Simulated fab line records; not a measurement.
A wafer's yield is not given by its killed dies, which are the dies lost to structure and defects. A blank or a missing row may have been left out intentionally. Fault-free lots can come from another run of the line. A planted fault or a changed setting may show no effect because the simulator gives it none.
Which of the tools did it? :: flow nand-harc :: Sampling: 11 lots, 33 wafers, 5 of 1302 route steps

WHAT THE GAUGES READ, wafer by wafer
NHARC_END_SORT_01. Usual: killed-at-array 58, standard deviation 20; killed-at-other 0.9, standard deviation 1.4; killed-at-periphery 4, standard deviation 3.1; killed-dies 63, standard deviation 20; killed-open 3.3, standard deviation 1.8; killed-short 2.4, standard deviation 1.5.
lot: L273
measured: day 26 04:16
on: prober-02
killed-at-array: 59 66 59
killed-at-other: 0 0 1
killed-at-periphery: 3 2 1
killed-dies: 62 68 61
killed-open: 3 3 4
killed-short: 1 6 3
flag: 

lot: L272
measured: day 25 18:53
on: prober-01
killed-at-array: 41 40 48
killed-at-other: 0 0 1
killed-at-periphery: 5 7 6
killed-dies: 46 47 55
killed-open: 5 6 2
killed-short: 3 2 3
flag: 

lot: L276
measured: day 26 13:55
on: prober-02
killed-at-array: 56 64 76
killed-at-other: 1 0 0
killed-at-periphery: 1 1 0
killed-dies: 58 65 76
killed-open: 4 4 0
killed-short: 3 6 5
flag: 

lot: L277
measured: day 27 10:08
on: prober-02
killed-at-array: 34 43 36
killed-at-other: 1 2 1
killed-at-periphery: 0 1 1
killed-dies: 35 46 38
killed-open: 4 5 5
killed-short: 3 7 2
flag: 

lot: L282
measured: day 29 16:34
on: prober-01
killed-at-array: 673 673 665
killed-at-other: 0 0 1
killed-at-periphery: 4 4 11
killed-dies: 677 677 677
killed-open: 7 1 2
killed-short: 3 2 4
flag: OFF

lot: L283
measured: day 29 17:19
on: prober-02
killed-at-array: 672 673 669
killed-at-other: 1 1 1
killed-at-periphery: 4 3 7
killed-dies: 677 677 677
killed-open: 5 4 6
killed-short: 3 4 4
flag: OFF

lot: L288
measured: day 31 12:09
on: prober-02
killed-at-array: 67 67 47
killed-at-other: 1 1 0
killed-at-periphery: 7 3 6
killed-dies: 75 71 53
killed-open: 4 1 4
killed-short: 4 2 3
flag: 

lot: L289
measured: day 33 05:41
on: prober-01
killed-at-array: 56 43 32
killed-at-other: 0 0 0
killed-at-periphery: 7 8 8
killed-dies: 63 51 40
killed-open: 3 1 3
killed-short: 1 1 1
flag: 

lot: L291
measured: day 34 12:37
on: prober-01
killed-at-array: 45 31 40
killed-at-other: 0 0 0
killed-at-periphery: 5 2 9
killed-dies: 50 33 49
killed-open: 4 3 7
killed-short: 2 1 2
flag: 

lot: L292
measured: day 34 05:34
on: prober-01
killed-at-array: 50 44 54
killed-at-other: 1 0 0
killed-at-periphery: 2 1 0
killed-dies: 53 45 54
killed-open: 5 2 1
killed-short: 2 4 3
flag: 

lot: L294
measured: day 34 04:44
on: prober-02
killed-at-array: 44 54 56
killed-at-other: 2 1 3
killed-at-periphery: 2 2 2
killed-dies: 48 57 61
killed-open: 4 3 3
killed-short: 1 1 5
flag: 

WHICH TOOL RAN EACH LOT (tool, then ch and the chambers of the sampled wafers, then the start)
lot: L273
NHARC_A_STAIRCASE_TRIM_196: rie-diel-13 ch 0,1,2, day 16 22:39
NHARC_A_STAIRCASE_ETCH_201: rie-diel-13 ch 1,2,3, day 17 01:49 or earlier
NHARC_A_STAIRCASE_ETCH_221: rie-diel-06 ch 0,2,3, day 17 01:49
NHARC_A_STAIRCASE_TRIM_231: rie-diel-06 ch 0,2,3, day 26 04:16 or earlier

lot: L272
NHARC_A_STAIRCASE_TRIM_196: rie-diel-13 ch 0,2,3, day 16 23:34
NHARC_A_STAIRCASE_ETCH_201: rie-diel-13 ch 0,3, day 17 02:33 or earlier
NHARC_A_STAIRCASE_ETCH_221: rie-diel-06 ch 2,3, day 17 02:33
NHARC_A_STAIRCASE_TRIM_231: rie-diel-13 ch 2,3, day 25 18:53 or earlier

lot: L276
NHARC_A_STAIRCASE_TRIM_196: rie-diel-01 ch 1,2,3, day 17 19:52
NHARC_A_STAIRCASE_ETCH_201: rie-diel-01 ch 0,1,2, day 17 23:17 or earlier
NHARC_A_STAIRCASE_ETCH_221: rie-diel-01 ch 1,2,3, day 17 23:17
NHARC_A_STAIRCASE_TRIM_231: rie-diel-01 ch 0,2,3, day 26 13:55 or earlier

lot: L277
NHARC_A_STAIRCASE_TRIM_196: rie-diel-01 ch 0,1,2, day 18 10:53
NHARC_A_STAIRCASE_ETCH_201: rie-diel-01 ch 0,1,3, day 18 13:53 or earlier
NHARC_A_STAIRCASE_ETCH_221: rie-diel-01 ch 1,2, day 18 13:53
NHARC_A_STAIRCASE_TRIM_231: rie-diel-01 ch 1,3, day 27 10:08 or earlier

lot: L282
NHARC_A_STAIRCASE_TRIM_196: rie-diel-13 ch 1,2,3, day 20 06:01
NHARC_A_STAIRCASE_ETCH_201: rie-diel-13 ch 0,1,3, day 20 08:59 or earlier
NHARC_A_STAIRCASE_ETCH_221: rie-diel-06 ch 0,1,3, day 20 08:59
NHARC_A_STAIRCASE_TRIM_231: rie-diel-06 ch 0,1,3, day 29 16:34 or earlier

lot: L283
NHARC_A_STAIRCASE_TRIM_196: rie-diel-13 ch 0,2,3, day 20 20:13
NHARC_A_STAIRCASE_ETCH_201: rie-diel-13 ch 0,3, day 20 22:52 or earlier
NHARC_A_STAIRCASE_ETCH_221: rie-diel-06 ch 1,2,3, day 20 22:52
NHARC_A_STAIRCASE_TRIM_231: rie-diel-01 ch 0,2, day 29 17:19 or earlier

lot: L288
NHARC_A_STAIRCASE_TRIM_196: rie-diel-01 ch 0,1, day 22 16:20
NHARC_A_STAIRCASE_ETCH_201: rie-diel-01 ch 1,2, day 22 19:51 or earlier
NHARC_A_STAIRCASE_ETCH_221: rie-diel-01 ch 0,1,3, day 22 19:51
NHARC_A_STAIRCASE_TRIM_231: rie-diel-06 ch 0,2, day 31 12:09 or earlier

lot: L289
NHARC_A_STAIRCASE_TRIM_196: rie-diel-06 ch 2,3, day 24 01:01
NHARC_A_STAIRCASE_ETCH_201: rie-diel-06 ch 0,1,3, day 24 03:42 or earlier
NHARC_A_STAIRCASE_ETCH_221: rie-diel-01 ch 1,2, day 24 03:42
NHARC_A_STAIRCASE_TRIM_231: rie-diel-06 ch 0,1,3, day 33 05:41 or earlier

lot: L291
NHARC_A_STAIRCASE_TRIM_196: rie-diel-01 ch 0,2,3, day 24 18:04
NHARC_A_STAIRCASE_ETCH_201: rie-diel-01 ch 0,1,2, day 24 20:53 or earlier
NHARC_A_STAIRCASE_ETCH_221: rie-diel-06 ch 0,1,2, day 24 20:53
NHARC_A_STAIRCASE_TRIM_231: rie-diel-01 ch 0,2,3, day 34 12:37 or earlier

lot: L292
NHARC_A_STAIRCASE_TRIM_196: rie-diel-13 ch 0,1,2, day 25 10:32
NHARC_A_STAIRCASE_ETCH_201: rie-diel-13 ch 0,2,3, day 25 13:44 or earlier
NHARC_A_STAIRCASE_ETCH_221: rie-diel-13 ch 2,3, day 25 13:44
NHARC_A_STAIRCASE_TRIM_231: rie-diel-13 ch 2,3, day 34 05:34 or earlier

lot: L294
NHARC_A_STAIRCASE_TRIM_196: rie-diel-13 ch 2,3, day 25 23:44
NHARC_A_STAIRCASE_ETCH_201: rie-diel-13 ch 0,3, day 26 02:26 or earlier
NHARC_A_STAIRCASE_ETCH_221: rie-diel-06 ch 0,1,3, day 26 02:26
NHARC_A_STAIRCASE_TRIM_231: rie-diel-13 ch 0,1,2, day 34 04:44 or earlier
- NHARC_A_STAIRCASE_TRIM_196: chemistry O2, time 211.2 s.
- NHARC_A_STAIRCASE_ETCH_201: etches the open film in C4F8/O2, target depth 100 nm, time 40.5 s.
- NHARC_A_STAIRCASE_ETCH_221: etches the open film in C4F8/O2, target depth 100 nm, time 40.5 s.
- NHARC_A_STAIRCASE_TRIM_231: chemistry O2, time 211.2 s.

WHAT THE TOOLS THEMSELVES READ (means of the sampled wafers that have a number; where no wafer has one, the mark that the record gives instead)
NHARC_A_STAIRCASE_TRIM_196. Usual: drypump-motor-current-A 5.8 A, standard deviation 0.44; o2-flow-sccm 500.2 sccm, standard deviation 1.5; oes-product-au 1.002 a.u., standard deviation 0.0085; rf-vpp-V 57.8 V, standard deviation 0.92; showerhead-plenum-p-Torr 3.53 Torr, standard deviation 0.18; throttle-valve-pct 17.037 %, standard deviation 0.0086.
lot: L273
tool: rie-diel-13
drypump-motor-current-A (A): 5.7
o2-flow-sccm (sccm): 500.5
oes-product-au (a.u.): 1.005
rf-vpp-V (V): 58.1
showerhead-plenum-p-Torr (Torr): 3.62
throttle-valve-pct (%): 17.036
flag: 

lot: L272
tool: rie-diel-13
drypump-motor-current-A (A): 6.0
o2-flow-sccm (sccm): 501.3
oes-product-au (a.u.): 0.996
rf-vpp-V (V): 58.0
showerhead-plenum-p-Torr (Torr): 3.69
throttle-valve-pct (%): 17.030
flag: 

lot: L276
tool: rie-diel-01
drypump-motor-current-A (A): 6.0
o2-flow-sccm (sccm): 502.3
oes-product-au (a.u.): 0.995
rf-vpp-V (V): 57.0
showerhead-plenum-p-Torr (Torr): 3.47
throttle-valve-pct (%): 17.043
flag: 

lot: L277
tool: rie-diel-01
drypump-motor-current-A (A): 5.6
o2-flow-sccm (sccm): 498.7
oes-product-au (a.u.): 0.997
rf-vpp-V (V): 58.6
showerhead-plenum-p-Torr (Torr): 3.59
throttle-valve-pct (%): 17.034
flag: 

lot: L282
tool: rie-diel-13
drypump-motor-current-A (A): 6.0
o2-flow-sccm (sccm): 500.9
oes-product-au (a.u.): 0.991
rf-vpp-V (V): 58.2
showerhead-plenum-p-Torr (Torr): 3.55
throttle-valve-pct (%): 17.039
flag: 

lot: L283
tool: rie-diel-13
drypump-motor-current-A (A): 6.0
o2-flow-sccm (sccm): 499.0
oes-product-au (a.u.): 1.000
rf-vpp-V (V): 58.0
showerhead-plenum-p-Torr (Torr): 3.67
throttle-valve-pct (%): 17.042
flag: 

lot: L288
tool: rie-diel-01
drypump-motor-current-A (A): 5.5
o2-flow-sccm (sccm): 500.8
oes-product-au (a.u.): 0.995
rf-vpp-V (V): 57.8
showerhead-plenum-p-Torr (Torr): 3.60
throttle-valve-pct (%): 17.036
flag: 

lot: L289
tool: rie-diel-06
drypump-motor-current-A (A): 5.3
o2-flow-sccm (sccm): 499.2
oes-product-au (a.u.): 1.003
rf-vpp-V (V): 57.4
showerhead-plenum-p-Torr (Torr): 3.36
throttle-valve-pct (%): 17.039
flag: 

lot: L291
tool: rie-diel-01
drypump-motor-current-A (A): 5.9
o2-flow-sccm (sccm): 499.6
oes-product-au (a.u.): 1.007
rf-vpp-V (V): 57.2
showerhead-plenum-p-Torr (Torr): 3.61
throttle-valve-pct (%): 17.042
flag: 

lot: L292
tool: rie-diel-13
drypump-motor-current-A (A): 5.8
o2-flow-sccm (sccm): 499.5
oes-product-au (a.u.): 0.998
rf-vpp-V (V): 58.5
showerhead-plenum-p-Torr (Torr): 3.58
throttle-valve-pct (%): 17.031
flag: 

lot: L294
tool: rie-diel-13
drypump-motor-current-A (A): 6.2
o2-flow-sccm (sccm): 500.9
oes-product-au (a.u.): 0.997
rf-vpp-V (V): 58.1
showerhead-plenum-p-Torr (Torr): 3.60
throttle-valve-pct (%): 17.032
flag: 

NHARC_A_STAIRCASE_ETCH_201. Usual: bias-w 1000.2 W, standard deviation 2.7; chamber-pressure-mTorr 25.001 mTorr, standard deviation 0.023; oes-product-au 0.948 a.u., standard deviation 0.0098; rf-fwd-power-W 592.3 W, standard deviation 2.8; rf-vpp-V 896 V, standard deviation 6.6.
lot: L273
tool: rie-diel-13
bias-w (W): 1000.8
chamber-pressure-mTorr (mTorr): 24.980
oes-product-au (a.u.): 0.942
rf-fwd-power-W (W): 590.6
rf-vpp-V (V): 898
flag: 

lot: L272
tool: rie-diel-13
bias-w (W): 1000.1
chamber-pressure-mTorr (mTorr): 24.977
oes-product-au (a.u.): 0.935
rf-fwd-power-W (W): 587.9
rf-vpp-V (V): 902
flag: 

lot: L276
tool: rie-diel-01
bias-w (W): 1004.0
chamber-pressure-mTorr (mTorr): 25.000
oes-product-au (a.u.): 0.937
rf-fwd-power-W (W): 590.6
rf-vpp-V (V): 897
flag: 

lot: L277
tool: rie-diel-01
bias-w (W): 999.7
chamber-pressure-mTorr (mTorr): 25.017
oes-product-au (a.u.): 0.946
rf-fwd-power-W (W): 589.8
rf-vpp-V (V): 894
flag: 

lot: L282
tool: rie-diel-13
bias-w (W): 1002.0
chamber-pressure-mTorr (mTorr): 24.990
oes-product-au (a.u.): 0.938
rf-fwd-power-W (W): 592.4
rf-vpp-V (V): 899
flag: 

lot: L283
tool: rie-diel-13
bias-w (W): 996.8
chamber-pressure-mTorr (mTorr): 25.016
oes-product-au (a.u.): 0.949
rf-fwd-power-W (W): 589.4
rf-vpp-V (V): 902
flag: 

lot: L288
tool: rie-diel-01
bias-w (W): 999.5
chamber-pressure-mTorr (mTorr): 24.995
oes-product-au (a.u.): 0.941
rf-fwd-power-W (W): 593.8
rf-vpp-V (V): 896
flag: 

lot: L289
tool: rie-diel-06
bias-w (W): 998.8
chamber-pressure-mTorr (mTorr): 25.003
oes-product-au (a.u.): 0.952
rf-fwd-power-W (W): 592.6
rf-vpp-V (V): 898
flag: 

lot: L291
tool: rie-diel-01
bias-w (W): 1001.0
chamber-pressure-mTorr (mTorr): 25.008
oes-product-au (a.u.): 0.944
rf-fwd-power-W (W): 590.7
rf-vpp-V (V): 904
flag: 

lot: L292
tool: rie-diel-13
bias-w (W): 1001.1
chamber-pressure-mTorr (mTorr): 24.995
oes-product-au (a.u.): 0.938
rf-fwd-power-W (W): 590.5
rf-vpp-V (V): 901
flag: 

lot: L294
tool: rie-diel-13
bias-w (W): 1002.6
chamber-pressure-mTorr (mTorr): 25.011
oes-product-au (a.u.): 0.944
rf-fwd-power-W (W): 590.9
rf-vpp-V (V): 902
flag: 

NHARC_A_STAIRCASE_ETCH_221. Usual: bias-w 999 W, standard deviation 3.5; chamber-pressure-mTorr 24.999 mTorr, standard deviation 0.022; oes-product-au 0.944 a.u., standard deviation 0.013; rf-fwd-power-W 592 W, standard deviation 3; rf-vpp-V 896 V, standard deviation 6.3.
lot: L273
tool: rie-diel-06
bias-w (W): 999
chamber-pressure-mTorr (mTorr): 25.011
oes-product-au (a.u.): 0.961
rf-fwd-power-W (W): 595
rf-vpp-V (V): 894
flag: 

lot: L272
tool: rie-diel-06
bias-w (W): 990
chamber-pressure-mTorr (mTorr): 24.996
oes-product-au (a.u.): 0.957
rf-fwd-power-W (W): 593
rf-vpp-V (V): 891
flag: 

lot: L276
tool: rie-diel-01
bias-w (W): 998
chamber-pressure-mTorr (mTorr): 24.980
oes-product-au (a.u.): 0.932
rf-fwd-power-W (W): 591
rf-vpp-V (V): 894
flag: 

lot: L277
tool: rie-diel-01
bias-w (W): 1001
chamber-pressure-mTorr (mTorr): 24.992
oes-product-au (a.u.): 0.936
rf-fwd-power-W (W): 593
rf-vpp-V (V): 898
flag: 

lot: L282
tool: rie-diel-06
bias-w (W): -
chamber-pressure-mTorr (mTorr): -
oes-product-au (a.u.): -
rf-fwd-power-W (W): -
rf-vpp-V (V): -
flag: OFF

lot: L283
tool: rie-diel-06
bias-w (W): -
chamber-pressure-mTorr (mTorr): -
oes-product-au (a.u.): -
rf-fwd-power-W (W): -
rf-vpp-V (V): -
flag: OFF

lot: L288
tool: rie-diel-01
bias-w (W): 1001
chamber-pressure-mTorr (mTorr): 24.988
oes-product-au (a.u.): 0.939
rf-fwd-power-W (W): 590
rf-vpp-V (V): 894
flag: 

lot: L289
tool: rie-diel-01
bias-w (W): 1002
chamber-pressure-mTorr (mTorr): 24.997
oes-product-au (a.u.): 0.951
rf-fwd-power-W (W): 592
rf-vpp-V (V): 892
flag: 

lot: L291
tool: rie-diel-06
bias-w (W): 1001
chamber-pressure-mTorr (mTorr): 25.013
oes-product-au (a.u.): 0.930
rf-fwd-power-W (W): 593
rf-vpp-V (V): 898
flag: 

lot: L292
tool: rie-diel-13
bias-w (W): 1002
chamber-pressure-mTorr (mTorr): 25.002
oes-product-au (a.u.): 0.963
rf-fwd-power-W (W): 592
rf-vpp-V (V): 899
flag: 

lot: L294
tool: rie-diel-06
bias-w (W): 999
chamber-pressure-mTorr (mTorr): 25.000
oes-product-au (a.u.): 0.964
rf-fwd-power-W (W): 594
rf-vpp-V (V): 897
flag: 

NHARC_A_STAIRCASE_TRIM_231. Usual: drypump-motor-current-A 5.9 A, standard deviation 0.43; o2-flow-sccm 499.9 sccm, standard deviation 1.5; oes-product-au 1.002 a.u., standard deviation 0.0074; rf-vpp-V 57.8 V, standard deviation 1; showerhead-plenum-p-Torr 3.55 Torr, standard deviation 0.17; throttle-valve-pct 17.036 %, standard deviation 0.0085.
lot: L273
tool: rie-diel-06
drypump-motor-current-A (A): 5.7
o2-flow-sccm (sccm): 500.2
oes-product-au (a.u.): 1.007
rf-vpp-V (V): 58.0
showerhead-plenum-p-Torr (Torr): 3.48
throttle-valve-pct (%): 17.038
flag: 

lot: L272
tool: rie-diel-13
drypump-motor-current-A (A): 6.2
o2-flow-sccm (sccm): 500.1
oes-product-au (a.u.): 1.000
rf-vpp-V (V): 58.2
showerhead-plenum-p-Torr (Torr): 3.64
throttle-valve-pct (%): 17.039
flag: 

lot: L276
tool: rie-diel-01
drypump-motor-current-A (A): 5.9
o2-flow-sccm (sccm): 499.3
oes-product-au (a.u.): 0.997
rf-vpp-V (V): 58.4
showerhead-plenum-p-Torr (Torr): 3.63
throttle-valve-pct (%): 17.034
flag: 

lot: L277
tool: rie-diel-01
drypump-motor-current-A (A): 6.3
o2-flow-sccm (sccm): 499.3
oes-product-au (a.u.): 1.006
rf-vpp-V (V): 57.0
showerhead-plenum-p-Torr (Torr): 3.37
throttle-valve-pct (%): 17.037
flag: 

lot: L282
tool: rie-diel-06
drypump-motor-current-A (A): 5.9
o2-flow-sccm (sccm): 500.9
oes-product-au (a.u.): 1.008
rf-vpp-V (V): 57.6
showerhead-plenum-p-Torr (Torr): 3.43
throttle-valve-pct (%): 17.029
flag: 

lot: L283
tool: rie-diel-01
drypump-motor-current-A (A): 5.5
o2-flow-sccm (sccm): 500.3
oes-product-au (a.u.): 0.996
rf-vpp-V (V): 58.8
showerhead-plenum-p-Torr (Torr): 3.74
throttle-valve-pct (%): 17.039
flag: 

lot: L288
tool: rie-diel-06
drypump-motor-current-A (A): 5.7
o2-flow-sccm (sccm): 501.2
oes-product-au (a.u.): 1.006
rf-vpp-V (V): 57.7
showerhead-plenum-p-Torr (Torr): 3.44
throttle-valve-pct (%): 17.044
flag: 

lot: L289
tool: rie-diel-06
drypump-motor-current-A (A): 5.9
o2-flow-sccm (sccm): 500.8
oes-product-au (a.u.): 1.009
rf-vpp-V (V): 58.1
showerhead-plenum-p-Torr (Torr): 3.59
throttle-valve-pct (%): 17.037
flag: 

lot: L291
tool: rie-diel-01
drypump-motor-current-A (A): 5.9
o2-flow-sccm (sccm): 499.2
oes-product-au (a.u.): 0.997
rf-vpp-V (V): 58.8
showerhead-plenum-p-Torr (Torr): 3.61
throttle-valve-pct (%): 17.037
flag: 

lot: L292
tool: rie-diel-13
drypump-motor-current-A (A): 6.3
o2-flow-sccm (sccm): 499.8
oes-product-au (a.u.): 0.997
rf-vpp-V (V): 58.4
showerhead-plenum-p-Torr (Torr): 3.60
throttle-valve-pct (%): 17.039
flag: 

lot: L294
tool: rie-diel-13
drypump-motor-current-A (A): 5.8
o2-flow-sccm (sccm): 499.6
oes-product-au (a.u.): 1.001
rf-vpp-V (V): 58.7
showerhead-plenum-p-Torr (Torr): 3.57
throttle-valve-pct (%): 17.035
flag: 

THE ANSWER, worked out from the rows above alone
Rule: take the mean of a lot's wafers that have a number; if it is more than 3 standard deviations from the usual mean, the lot is off. Also off: a lot with no number at a reading for which 4 or more lots have one. The other lots that the step has rows for count as sound. Order of review: gauges by route order, followed by the tools' own readings, for which a lot's mean as printed above is used. At the first step where some lot is off, the reading lying furthest off is the one used; lots without a number count as furthest.
Off: L282, L283 (NHARC_END_SORT_01, killed-dies).
A tool fits if, at a process step before that reading, it ran every lot that is off, and no sound lot after the first of them. Not tried: the gauges at NHARC_END_SORT_01; whatever is off there is also off at NHARC_A_STAIRCASE_ETCH_221, on other tools, and gauge error can't account for it. With no start given for some of its lots, NHARC_A_STAIRCASE_ETCH_201 uses the hours and lot order of NHARC_A_STAIRCASE_ETCH_221. With no start given for some of its lots, NHARC_A_STAIRCASE_TRIM_231 uses the hours and lot order of NHARC_END_SORT_01. Not one of the candidates tried fits.

WHAT WAS PUT IN BY THE SIMULATOR
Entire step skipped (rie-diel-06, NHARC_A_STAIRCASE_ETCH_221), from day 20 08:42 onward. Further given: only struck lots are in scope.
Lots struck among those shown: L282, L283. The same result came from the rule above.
